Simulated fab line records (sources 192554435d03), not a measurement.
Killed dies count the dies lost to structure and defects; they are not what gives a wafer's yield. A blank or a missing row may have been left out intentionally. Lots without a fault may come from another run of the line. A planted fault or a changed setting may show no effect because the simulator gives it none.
Code-filled problem report in 8D (eight disciplines) form | flow n5Finfet | the parts of the form that need people (team, actions taken, sign-off) are left out

1. PROBLEM STATEMENT
On 3 wafers of 1 lot, killed_at_M0_to_M3 at N5_PASSIVATION_PROBE_49 has a mean of 178; fault-free wafers read 32, standard deviation 9.8. Relative to the usual mean, that is a shift of +15 standard deviations.
The first sign was on wafer L878.2 at day 13 22:23, on prober-02. The record has a number at this step for 12 wafers belonging to 4 lots. By rule, "out" or "out of limits" means more than 4 standard deviations away from the usual mean. All remaining wafers that have a number are taken as sound.

2. WHAT THIS IS AND IS NOT
question                    | is                                                                                               | is not
which readings at this step | killed_at_M0_to_M3, defectLimitedYield, killedDies, sort_bin_5_function, sortNPass, sortYieldPct | killed_at_M4_up, killedAtContacts, killedAtFrontEnd, killedAtOther, killedOpen, killedShort, sort_bin_8_speed
which lots                  | L878                                                                                             | L877, L882, L884
which wafers of those lots  | all that have a number                                                                           | -
read on which tools         | prober-02                                                                                        | prober-01
when                        | from day 13 22:23                                                                                | up to then (0 sound wafers); but 9 sound wafers of L877, L882, L884 came after

3. THE SUSPECTS, EACH WITH WHAT RULES IT OUT
Counting: a tool at a process step up to the reading stays a suspect if it ran every lot that is out and no sound lot after the first of them.
- rieDiel-06 at N5_BEOL_M3_STRIP_19 (strips in O2): kept. It ran the lot that is out, L878 (day 8 16:43), and no sound lot after that; its last sound lot up to then is L877 (day 8 08:50).
- rieMetal-03 at N5_MIM_BOT_ETCH_ETCH_00 (etches TiN in Cl2/BCl3, target depth 45.5 nm): kept. It ran the lot that is out, L878 (day 13 12:53), and no sound lot after that.
- pecvd-02 at N5_PASSIVATION_PECVD_55 (deposits SiO2 from SiH4/N2O, target thk 400 nm, time 22.5 s): ruled out as a lasting fault. Following L878 (day 13 13:35), the first lot on it that is out, the sound lots L884 were run on it.
- rieDiel-02 at N5_PASSIVATION_DESCUM_32 (chemistry O2, time 7.9 s): ruled out as a lasting fault. Following L878 (day 13 17:17), the first lot on it that is out, the sound lots L877, L884 were run on it.
- prober-02 at N5_PASSIVATION_PROBE_49: ruled out as a lasting fault. Following L878 (day 13 22:23), the first lot on it that is out, the sound lots L877 were run on it.
Remaining after the count are rieDiel-06 at N5_BEOL_M3_STRIP_19 and rieMetal-03 at N5_MIM_BOT_ETCH_ETCH_00.

4. THE CAUSE (what the simulator had put in)
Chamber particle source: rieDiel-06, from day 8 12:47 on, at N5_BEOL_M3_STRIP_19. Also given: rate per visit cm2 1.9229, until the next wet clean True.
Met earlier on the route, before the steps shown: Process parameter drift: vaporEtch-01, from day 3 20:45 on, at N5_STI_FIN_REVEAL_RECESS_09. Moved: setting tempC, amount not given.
Counting leaves 2 suspects; this tool is one of them.

5. SEQUENCE OF EFFECTS, ordered by route
Rows list readings where the struck wafers' mean (over those with a number) sits beyond 3 standard deviations from the usual. Only readings for which the record gives a usual standard deviation are gone through. hours: the time from each lot's start at the first step in this table that gives one to its start at this step, as a median over the lots. sigmas: the change in usual standard deviations.
hours | step                    | reading             | usual  | on struck wafers | change | sigmas
0     | N5_PASSIVATION_PROBE_49 | defectLimitedYield  | 91.4 % | 78.5             | -12.9  | -8.6
0     | N5_PASSIVATION_PROBE_49 | killed_at_M0_to_M3  | 32     | 178              | +146   | +15
0     | N5_PASSIVATION_PROBE_49 | killedDies          | 102    | 254              | +152   | +8.9
0     | N5_PASSIVATION_PROBE_49 | killedOnRim         | 14     | 30               | +16    | +3.6
0     | N5_PASSIVATION_PROBE_49 | sort_bin_5_function | 5.1 %  | 12.1             | +7.0   | +7.3
0     | N5_PASSIVATION_PROBE_49 | sortNPass           | 1078   | 926              | -152   | -8.4
0     | N5_PASSIVATION_PROBE_49 | sortYieldPct        | 91.3 % | 78.5             | -12.8  | -8.5
Process steps it contains:
- N5_PASSIVATION_PROBE_49

6. HOW IT WOULD HAVE BEEN CAUGHT EARLIER
First out-of-limits reading in this record: day 13 22:23, which is 130 hours after fault onset at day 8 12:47.
No tool reading at N5_BEOL_M3_STRIP_19 that has a usual standard deviation in the record was out on any struck wafer, so an alarm limit of 4 standard deviations on those readings would not have fired.
By day 13 22:23, every lot that is out (1) had started N5_BEOL_M3_STRIP_19 on rieDiel-06. A hold on the tool at that time would have spared none of them.
